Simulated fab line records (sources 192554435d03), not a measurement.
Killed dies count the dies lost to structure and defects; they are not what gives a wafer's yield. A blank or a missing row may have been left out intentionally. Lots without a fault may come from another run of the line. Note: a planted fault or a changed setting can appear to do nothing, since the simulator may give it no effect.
Chamber matching + flow n5 finfet + rie diel-05 running N5_BEOL_M4_VIA_ETCH_34: 4 sister chambers
The step etches the open film in C4F6/O2, target depth 69.4 nm, time 65.9 s. 7 wafers are shown with their chamber, then 8 later ones without.

## EACH WAFER AND ITS CHAMBER
| wafer  | chamber | rf vpp V (V) | throttle valve pct (%) |
|--------|---------|--------------|------------------------|
| L083.1 | 1       | 687          | 30.58                  |
| L083.4 | 0       | 657          | 30.89                  |
| L084.2 | 1       | 686          | 30.60                  |
| L084.4 | 0       | 658          | 30.90                  |
| L088.5 | 2       | 634          | 30.84                  |
| L088.6 | 3       | 663          | 30.83                  |
| L089.2 | 3       | 663          | 30.83                  |

## WAFERS WITH NO CHAMBER GIVEN
| wafer  | rf vpp V (V) | throttle valve pct (%) |
|--------|--------------|------------------------|
| L089.5 | 661          | 30.82                  |
| L089.6 | 633          | 30.82                  |
| L095.2 | 633          | 30.84                  |
| L095.4 | 687          | 30.62                  |
| L095.5 | 662          | 30.84                  |
| L097.3 | 656          | 30.93                  |
| L097.4 | 634          | 30.84                  |
| L097.6 | 661          | 30.85                  |

## EACH ONE'S CHAMBER
| wafer  | from the rows above | in truth |
|--------|---------------------|----------|
| L089.5 | 3                   | 3        |
| L089.6 | 2                   | 2        |
| L095.2 | 2                   | 2        |
| L095.4 | 1                   | 1        |
| L095.5 | 3                   | 3        |
| L097.3 | 0                   | 0        |
| L097.4 | 2                   | 2        |
| L097.6 | 3                   | 3        |
Correctly placed: 8 of 8. Not placeable from these rows: 0. 0 placed wrongly.
How it was worked out, from the rows above alone: a wafer's distance from a chamber is the root of the sum, over the readings, of the square of ((its reading less the chamber's mean) divided by the reading's scatter). The wafer belongs to the nearest chamber; if the next one is less than 2 further off, it can't be placed. For every chamber, the mean is computed from those of its wafers that are shown. The scatter: the root of (the sum of the squares of (reading less its chamber's mean) over the shown wafers, divided by (wafers less chambers)).
